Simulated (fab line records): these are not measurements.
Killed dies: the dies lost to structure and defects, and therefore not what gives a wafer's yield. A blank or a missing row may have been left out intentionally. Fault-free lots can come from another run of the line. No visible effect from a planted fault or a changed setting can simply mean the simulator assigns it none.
Split-lot experiment / flow n5 finfet / 7 lots, 39 wafers read, on a route of 1938 steps

ON THE SPLIT
At N5_DUMMY_GATE_ETCH_31 (etches SiO2 in C4F6/O2, target depth 82.5 nm, time 27.5 s), the setting target depth a was moved away from the recipe's 825 angstrom on 12 of the 39 wafers read, by -10.6% to -3.8%. All remaining wafers had this setting at the recipe value.

The reading comes from the split's own step.

THE READING
SOC_of_DUMMY_GATE_COAT_34.thk nm (the simulator's own value, which no gauge read), in nm, at N5_DUMMY_GATE_ETCH_31 (etches SiO2 in C4F6/O2, target depth 82.5 nm, time 27.5 s). The file does not state a usual value for it. Across the 27 wafers here that went through the recipe, the average is 51.9 nm and the standard deviation 0.15 nm.

wafer=L074.1; tool, chamber at the split=rie diel-03, 0; target depth a as run, angstrom=825; against the recipe=recipe; SOC_of_DUMMY_GATE_COAT_34.thk nm, nm=51.8; against lot-mates on the recipe=-
wafer=L074.2; tool, chamber at the split=rie diel-03, 1; target depth a as run, angstrom=825; against the recipe=recipe; SOC_of_DUMMY_GATE_COAT_34.thk nm, nm=52; against lot-mates on the recipe=-
wafer=L074.3; tool, chamber at the split=rie diel-03, 2; target depth a as run, angstrom=793.3; against the recipe=-3.8%; SOC_of_DUMMY_GATE_COAT_34.thk nm, nm=52.2; against lot-mates on the recipe=+0.3
wafer=L074.4; tool, chamber at the split=rie diel-03, 3; target depth a as run, angstrom=825; against the recipe=recipe; SOC_of_DUMMY_GATE_COAT_34.thk nm, nm=51.8; against lot-mates on the recipe=-
wafer=L074.5; tool, chamber at the split=rie diel-03, 1; target depth a as run, angstrom=793.3; against the recipe=-3.8%; SOC_of_DUMMY_GATE_COAT_34.thk nm, nm=52.2; against lot-mates on the recipe=+0.3
wafer=L074.6; tool, chamber at the split=rie diel-03, 0; target depth a as run, angstrom=793.3; against the recipe=-3.8%; SOC_of_DUMMY_GATE_COAT_34.thk nm, nm=52; against lot-mates on the recipe=+0.1
wafer=L075.2; tool, chamber at the split=rie diel-04, 3; target depth a as run, angstrom=825; against the recipe=recipe; SOC_of_DUMMY_GATE_COAT_34.thk nm, nm=51.8; against lot-mates on the recipe=-
wafer=L075.4; tool, chamber at the split=rie diel-04, 2; target depth a as run, angstrom=825; against the recipe=recipe; SOC_of_DUMMY_GATE_COAT_34.thk nm, nm=52.2; against lot-mates on the recipe=-
wafer=L075.6; tool, chamber at the split=rie diel-04, 3; target depth a as run, angstrom=825; against the recipe=recipe; SOC_of_DUMMY_GATE_COAT_34.thk nm, nm=52; against lot-mates on the recipe=-
wafer=L081.1; tool, chamber at the split=rie diel-03, 1; target depth a as run, angstrom=825; against the recipe=recipe; SOC_of_DUMMY_GATE_COAT_34.thk nm, nm=51.8; against lot-mates on the recipe=-
wafer=L081.2; tool, chamber at the split=rie diel-03, 0; target depth a as run, angstrom=759.3; against the recipe=-8.0%; SOC_of_DUMMY_GATE_COAT_34.thk nm, nm=52.2; against lot-mates on the recipe=+0.4
wafer=L081.3; tool, chamber at the split=rie diel-03, 3; target depth a as run, angstrom=759.3; against the recipe=-8.0%; SOC_of_DUMMY_GATE_COAT_34.thk nm, nm=52.4; against lot-mates on the recipe=+0.6
wafer=L081.4; tool, chamber at the split=rie diel-03, 2; target depth a as run, angstrom=825; against the recipe=recipe; SOC_of_DUMMY_GATE_COAT_34.thk nm, nm=51.8; against lot-mates on the recipe=-
wafer=L081.5; tool, chamber at the split=rie diel-03, 1; target depth a as run, angstrom=825; against the recipe=recipe; SOC_of_DUMMY_GATE_COAT_34.thk nm, nm=51.8; against lot-mates on the recipe=-
wafer=L081.6; tool, chamber at the split=rie diel-03, 0; target depth a as run, angstrom=759.3; against the recipe=-8.0%; SOC_of_DUMMY_GATE_COAT_34.thk nm, nm=52.4; against lot-mates on the recipe=+0.6
wafer=L087.1; tool, chamber at the split=rie diel-02, 0; target depth a as run, angstrom=740.9; against the recipe=-10.2%; SOC_of_DUMMY_GATE_COAT_34.thk nm, nm=53; against lot-mates on the recipe=+0.9
wafer=L087.2; tool, chamber at the split=rie diel-02, 2; target depth a as run, angstrom=740.9; against the recipe=-10.2%; SOC_of_DUMMY_GATE_COAT_34.thk nm, nm=52.8; against lot-mates on the recipe=+0.7
wafer=L087.3; tool, chamber at the split=rie diel-02, 1; target depth a as run, angstrom=825; against the recipe=recipe; SOC_of_DUMMY_GATE_COAT_34.thk nm, nm=52; against lot-mates on the recipe=-
wafer=L087.4; tool, chamber at the split=rie diel-02, 3; target depth a as run, angstrom=825; against the recipe=recipe; SOC_of_DUMMY_GATE_COAT_34.thk nm, nm=52.4; against lot-mates on the recipe=-
wafer=L087.5; tool, chamber at the split=rie diel-02, 2; target depth a as run, angstrom=825; against the recipe=recipe; SOC_of_DUMMY_GATE_COAT_34.thk nm, nm=52; against lot-mates on the recipe=-
wafer=L087.6; tool, chamber at the split=rie diel-02, 1; target depth a as run, angstrom=740.9; against the recipe=-10.2%; SOC_of_DUMMY_GATE_COAT_34.thk nm, nm=53; against lot-mates on the recipe=+0.9
wafer=L091.1; tool, chamber at the split=rie diel-04, 1; target depth a as run, angstrom=737.6; against the recipe=-10.6%; SOC_of_DUMMY_GATE_COAT_34.thk nm, nm=52.6; against lot-mates on the recipe=+0.5
wafer=L091.2; tool, chamber at the split=rie diel-04, 0; target depth a as run, angstrom=737.6; against the recipe=-10.6%; SOC_of_DUMMY_GATE_COAT_34.thk nm, nm=52.8; against lot-mates on the recipe=+0.7
wafer=L091.3; tool, chamber at the split=rie diel-04, 2; target depth a as run, angstrom=825; against the recipe=recipe; SOC_of_DUMMY_GATE_COAT_34.thk nm, nm=52.2; against lot-mates on the recipe=-
wafer=L091.4; tool, chamber at the split=rie diel-04, 3; target depth a as run, angstrom=825; against the recipe=recipe; SOC_of_DUMMY_GATE_COAT_34.thk nm, nm=52; against lot-mates on the recipe=-
wafer=L091.5; tool, chamber at the split=rie diel-04, 0; target depth a as run, angstrom=825; against the recipe=recipe; SOC_of_DUMMY_GATE_COAT_34.thk nm, nm=52; against lot-mates on the recipe=-
wafer=L091.6; tool, chamber at the split=rie diel-04, 1; target depth a as run, angstrom=737.6; against the recipe=-10.6%; SOC_of_DUMMY_GATE_COAT_34.thk nm, nm=52.8; against lot-mates on the recipe=+0.7
wafer=L092.1; tool, chamber at the split=rie diel-03, 3; target depth a as run, angstrom=825; against the recipe=recipe; SOC_of_DUMMY_GATE_COAT_34.thk nm, nm=51.8; against lot-mates on the recipe=-
wafer=L092.2; tool, chamber at the split=rie diel-03, 1; target depth a as run, angstrom=825; against the recipe=recipe; SOC_of_DUMMY_GATE_COAT_34.thk nm, nm=52; against lot-mates on the recipe=-
wafer=L092.3; tool, chamber at the split=rie diel-03, 0; target depth a as run, angstrom=825; against the recipe=recipe; SOC_of_DUMMY_GATE_COAT_34.thk nm, nm=51.8; against lot-mates on the recipe=-
wafer=L092.4; tool, chamber at the split=rie diel-03, 2; target depth a as run, angstrom=825; against the recipe=recipe; SOC_of_DUMMY_GATE_COAT_34.thk nm, nm=51.8; against lot-mates on the recipe=-
wafer=L092.5; tool, chamber at the split=rie diel-03, 0; target depth a as run, angstrom=825; against the recipe=recipe; SOC_of_DUMMY_GATE_COAT_34.thk nm, nm=51.8; against lot-mates on the recipe=-
wafer=L092.6; tool, chamber at the split=rie diel-03, 1; target depth a as run, angstrom=825; against the recipe=recipe; SOC_of_DUMMY_GATE_COAT_34.thk nm, nm=51.8; against lot-mates on the recipe=-
wafer=L094.1; tool, chamber at the split=rie diel-03, 0; target depth a as run, angstrom=825; against the recipe=recipe; SOC_of_DUMMY_GATE_COAT_34.thk nm, nm=51.8; against lot-mates on the recipe=-
wafer=L094.2; tool, chamber at the split=rie diel-03, 3; target depth a as run, angstrom=825; against the recipe=recipe; SOC_of_DUMMY_GATE_COAT_34.thk nm, nm=52; against lot-mates on the recipe=-
wafer=L094.3; tool, chamber at the split=rie diel-03, 2; target depth a as run, angstrom=825; against the recipe=recipe; SOC_of_DUMMY_GATE_COAT_34.thk nm, nm=52; against lot-mates on the recipe=-
wafer=L094.4; tool, chamber at the split=rie diel-03, 1; target depth a as run, angstrom=825; against the recipe=recipe; SOC_of_DUMMY_GATE_COAT_34.thk nm, nm=52; against lot-mates on the recipe=-
wafer=L094.5; tool, chamber at the split=rie diel-03, 0; target depth a as run, angstrom=825; against the recipe=recipe; SOC_of_DUMMY_GATE_COAT_34.thk nm, nm=52; against lot-mates on the recipe=-
wafer=L094.6; tool, chamber at the split=rie diel-03, 3; target depth a as run, angstrom=825; against the recipe=recipe; SOC_of_DUMMY_GATE_COAT_34.thk nm, nm=52; against lot-mates on the recipe=-

FIT RESULTS
A straight line over all 39 wafers: SOC_of_DUMMY_GATE_COAT_34.thk nm changes by -0.0773 nm for each +1% of target depth a; r = -0.89; the points scatter about the line by 0.17 nm.
The same after taking each lot's own level away (the mean of its wafers on the recipe; 39 wafers): -0.0696 nm for each +1%; r = -0.93; scatter 0.11 nm.
The reading moves by 0.74 nm for the largest change in target depth a, on that fit.
Measured against the standard deviation above, the lots' own levels, which go from 51.80 to 52.13 nm, span 2.2 times it.
Thus the slope moves with the lot-to-lot level: the two fits are different.
Check: for one of the wafers moved furthest among these (-10.6%), held out of the fit, the line's prediction against its lot-mates is +0.768 nm. It came out at +0.533 nm against them.

THE OTHER SPLITS THESE WAFERS WENT THROUGH
Note: prior to the reading, these wafers also went through further splits. Each is held against what the fit with the lots' levels taken away leaves over:
other split on the same wafers=N5_WELL_APT_IMPLANT_15 energy kev; wafers away from the commonest value=15; r with SOC_of_DUMMY_GATE_COAT_34.thk nm (lot level and that fit taken away)=+0.15
other split on the same wafers=N5_STI_FIN_REVEAL_RECESS_09 target depth a; wafers away from the commonest value=18; r with SOC_of_DUMMY_GATE_COAT_34.thk nm (lot level and that fit taken away)=+0.10

THE WHOLE CHAIN: every reading that the file lists as answering this split, in the file's order
step=N5_DUMMY_GATE_ETCH_31; what it does=etches SiO2 in C4F6/O2, target depth 82.5 nm, time 27.5 s; reading=etch.depth nm (the simulator's own value, which no gauge read); change (the file's fit)=+0.782 nm for each +1% of the setting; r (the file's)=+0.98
step=N5_DUMMY_GATE_ETCH_31; what it does=etches SiO2 in C4F6/O2, target depth 82.5 nm, time 27.5 s; reading=SOC_of_DUMMY_GATE_COAT_34.thk nm (the simulator's own value, which no gauge read); change (the file's fit)=-0.0696 nm for each +1% of the setting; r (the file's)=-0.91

THE FILE'S OWN FIT
SOC_of_DUMMY_GATE_COAT_34.thk nm changes by -0.0696 nm for each +1% of target depth a, r = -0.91.
